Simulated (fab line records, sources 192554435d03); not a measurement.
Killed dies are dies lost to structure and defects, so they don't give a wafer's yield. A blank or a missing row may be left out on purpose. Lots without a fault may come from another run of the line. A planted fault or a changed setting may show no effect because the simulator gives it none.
Which tool did it? | flow n5_finfet | 13 lots, 38 wafers sampled, at 1 step of a route of 1938

WHAT THE GAUGES READ, wafer by wafer
N5_HKMG_FIN_THK_MEAS_70: measures by xrf. Usual: HK_THK 1.617 nm, standard deviation 0.02.
lot  | measured    | on            | HK_THK (nm)       | flag
L718 | day 4 09:30 | film_metro-01 | 1.621 1.604       |
L720 | day 4 19:02 | film_metro-01 | 1.647 1.631 1.617 |
L721 | day 4 21:14 | film_metro-02 | 1.638 1.610 1.586 |
L722 | day 5 04:16 | film_metro-01 | 1.611 1.621 1.592 |
L723 | day 5 10:57 | film_metro-01 | 1.618 1.598 1.606 |
L725 | day 5 21:32 | film_metro-01 | 1.610 1.647 1.632 |
L727 | day 6 06:36 | film_metro-01 | 1.608 1.606 1.625 |
L728 | day 6 12:59 | film_metro-01 | 1.604 1.591 1.599 |
L729 | day 6 22:34 | film_metro-02 | 1.629 1.599 1.609 |
L730 | day 7 03:35 | film_metro-02 | 1.633 1.625 1.605 |
L737 | day 8 21:46 | film_metro-02 | 1.634 1.614 1.656 |
L738 | day 9 03:05 | film_metro-01 | 1.627 1.600 1.611 |
L739 | day 9 08:25 | film_metro-02 | 1.575 1.657 1.603 |

WHICH TOOL RAN EACH LOT (tool, then ch and the chambers of the sampled wafers, then the start)
The record holds no process step before these readings.

WHAT THE TOOLS THEMSELVES READ (means of the sampled wafers that have a number; where no wafer has one, the mark that the record gives instead)
The record holds no such reading with a usual standard deviation.

THE ANSWER, worked out from the rows above alone
Rule: a lot is off if the mean of its wafers that have a number lies more than 3 standard deviations from the usual mean. A lot without any number at a reading at which 4 lots or more have one is off too. The other lots that the step has rows for count as sound. The gauges are gone through in route order, then the tools' own readings, and for those a lot's mean is taken as printed above. The first step at which some lot is off is used, and at that step the reading that is off furthest; a lot without a number counts as furthest.
No lot is off at any reading shown: from this, nothing can be told.

WHAT THE SIMULATOR HAD PUT IN
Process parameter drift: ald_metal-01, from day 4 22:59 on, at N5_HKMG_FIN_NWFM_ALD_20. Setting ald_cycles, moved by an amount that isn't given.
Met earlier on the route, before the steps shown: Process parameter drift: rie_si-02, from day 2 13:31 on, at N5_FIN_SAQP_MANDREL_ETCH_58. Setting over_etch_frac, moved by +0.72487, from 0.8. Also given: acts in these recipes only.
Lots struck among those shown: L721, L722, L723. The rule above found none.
